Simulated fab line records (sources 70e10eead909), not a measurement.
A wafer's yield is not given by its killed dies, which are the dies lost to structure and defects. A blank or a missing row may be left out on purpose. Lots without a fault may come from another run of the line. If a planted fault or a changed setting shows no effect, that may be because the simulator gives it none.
Chamber matching    flow nand_harc    ald_metal-04 running NHARC_A_WL_FILL_ALD_19: 4 sister chambers
The step deposits TiN, target thk 2 nm, pulse time 3 s, ald cycles 100. 8 wafers are shown with their chamber, then 12 later ones without.

== WAFERS PAIRED WITH THEIR CHAMBERS ==
wafer   chamber  heater_power_w (W)  precursor_pulse_height_rel
L086.1  3        1039                1.004
L086.2  0        892                 0.990
L086.6  1        1027                1.032
L085.5  1        1033                1.000
L085.6  2        1243                1.017
L084.2  2        1214                0.985
L084.4  0        904                 1.004
L084.6  3        1034                0.998

== WAFERS WITH NO CHAMBER GIVEN ==
wafer   heater_power_w (W)  precursor_pulse_height_rel
L091.1  1070                0.978
L091.2  915                 1.007
L091.4  1015                0.983
L090.3  1041                1.010
L090.5  1234                1.033
L090.6  1052                0.997
L094.3  901                 0.998
L094.5  946                 1.000
L094.6  884                 1.004
L096.1  890                 0.991
L096.2  1204                0.978
L096.6  892                 0.995

== CHAMBER TAKEN BY EACH ==
wafer    from the rows above       in truth
L091.1   can't be placed: 3 or 1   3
L091.2   0                         0
L091.4   can't be placed: 3 or 1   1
L090.3   can't be placed: 3 or 1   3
L090.5   2                         2
L090.6   can't be placed: 3 or 1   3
L094.3   0                         0
L094.5   0                         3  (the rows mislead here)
L094.6   0                         0
L096.1   0                         0
L096.2   2                         2
L096.6   0                         0
Correct placement for 7 of the 12. Unplaceable from these rows: 4, with the true chamber sitting among the candidates in 4. Wrongly placed: 1.
How it was worked out, from the rows above alone: a wafer's distance from a chamber is the root of the sum, over the readings, of the square of ((its reading less the chamber's mean) divided by the reading's scatter). The wafer belongs to the nearest chamber; if the next one is less than 2 further off, it can't be placed. The mean given for a chamber averages the wafers shown for that chamber. How the scatter is found: for the shown wafers, subtract from each reading the mean of its chamber, square and add these, divide the total by (wafers less chambers), then take the root.
